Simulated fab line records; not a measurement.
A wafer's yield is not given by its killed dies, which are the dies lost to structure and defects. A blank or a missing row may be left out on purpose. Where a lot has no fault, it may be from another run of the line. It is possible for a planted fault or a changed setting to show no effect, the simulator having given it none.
Chamber matching | flow nand-harc | NHARC_A_CHANNEL_HOLE_D1_ETCH_44 on rie-diel-05 has 4 sister chambers
The step etches the open film in CF4/O2, target depth 140 nm, overetch 14 nm, time 77 s. 30 wafers are shown with their chamber, then 12 later ones without.

## WAFERS PAIRED WITH THEIR CHAMBERS
wafer  | chamber | drypump-motor-current-A (A) | rf-vpp-V (V) | oes-product-au (a.u.)
L074.1 | 3       | 6.3                         | 196.6        | 0.986
L074.2 | 1       | 6.2                         | 200.2        | 0.984
L074.5 | 0       | 5.3                         | 199.1        | 0.999
L075.2 | 2       | 5.8                         | 198.1        | 1.004
L075.3 | 1       | 6.3                         | 198.7        | 0.995
L075.5 | 0       | 5.3                         | 199.2        | 0.999
L076.3 | 2       | 5.7                         | 200.3        | 0.991
L076.5 | 2       | 5.7                         | 200.3        | 0.992
L076.6 | 0       | 5.3                         | 198.0        | 0.996
L077.3 | 3       | 6.3                         | 195.0        | 0.995
L077.4 | 2       | 5.8                         | 197.7        | 0.996
L077.5 | 3       | 6.3                         | 195.5        | 0.992
L081.1 | 1       | 6.3                         | 198.5        | 0.994
L081.2 | 0       | 5.3                         | 198.1        | 1.012
L081.3 | 2       | 5.8                         | 199.8        | 1.001
L080.2 | 3       | 6.3                         | 195.8        | 1.006
L080.4 | 0       | 5.3                         | 198.7        | 0.996
L080.6 | 3       | 6.3                         | 195.1        | 0.992
L082.1 | 3       | 6.3                         | 195.1        | 1.004
L082.3 | 2       | 5.8                         | 197.8        | 0.997
L082.6 | 3       | 6.3                         | 198.2        | 0.989
L084.2 | 2       | 5.8                         | 198.0        | 1.006
L084.5 | 3       | 6.3                         | 194.4        | 0.993
L084.6 | 2       | 5.7                         | 198.9        | 1.001
L085.1 | 2       | 5.8                         | 198.9        | 0.994
L085.3 | 3       | 6.3                         | 193.8        | 0.994
L085.6 | 3       | 6.3                         | 194.2        | 0.990
L088.2 | 1       | 6.3                         | 197.1        | 1.004
L088.5 | 3       | 6.3                         | 195.9        | 0.996
L088.6 | 0       | 5.3                         | 197.4        | 0.995

SIGNATURES (averages over the wafers above)
reading                 | chamber 0 | chamber 1 | chamber 2 | chamber 3 | scatter within a chamber
drypump-motor-current-A | 5.300     | 6.275     | 5.767     | 6.300     | 0.0325
rf-vpp-V                | 198.417   | 198.625   | 198.867   | 195.418   | 1.09
oes-product-au          | 0.99950   | 0.99425   | 0.99800   | 0.99427   | 0.00617
Rule: for a wafer and a chamber, the distance is found by dividing, reading by reading, the gap between the wafer's reading and the chamber's mean by the reading's scatter, squaring, summing and taking the root. If the next closest chamber is less than 2 further off than the closest, the wafer can't be placed; otherwise it belongs to the closest. How the scatter is found: for the shown wafers, subtract from each reading the mean of its chamber, square and add these, divide the total by (wafers less chambers), then take the root.

## WAFERS MISSING THEIR CHAMBER
wafer  | drypump-motor-current-A (A) | rf-vpp-V (V) | oes-product-au (a.u.)
L090.1 | 5.3                         | 199.0        | 1.010
L090.4 | 6.3                         | 199.0        | 1.003
L090.5 | 6.3                         | 197.3        | 1.009
L093.1 | 6.3                         | 194.9        | 0.987
L093.2 | 5.3                         | 198.3        | 0.992
L093.5 | 6.3                         | 194.2        | 0.988
L092.1 | 6.3                         | 195.7        | 1.002
L092.5 | 6.3                         | 197.1        | 0.993
L092.6 | 5.3                         | 197.0        | 0.996
L095.1 | 5.7                         | 198.2        | 1.005
L095.2 | 6.3                         | 195.8        | 0.997
L095.5 | 5.7                         | 197.6        | 1.014

## WHICH CHAMBER EACH WENT THROUGH
wafer  | from the rows above     | in truth
L090.1 | 0                       | 0
L090.4 | can't be placed: 1 or 3 | 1
L090.5 | can't be placed: 1 or 3 | 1
L093.1 | 3                       | 3
L093.2 | 0                       | 0
L093.5 | 3                       | 3
L092.1 | can't be placed: 3 or 1 | 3
L092.5 | can't be placed: 3 or 1 | 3
L092.6 | 0                       | 0
L095.1 | 2                       | 2
L095.2 | 3                       | 3
L095.5 | 2                       | 2
Correctly placed: 8 of 12. Can't be placed from these rows: 4 (the true chamber is among the candidates in 4). 0 placed wrongly.
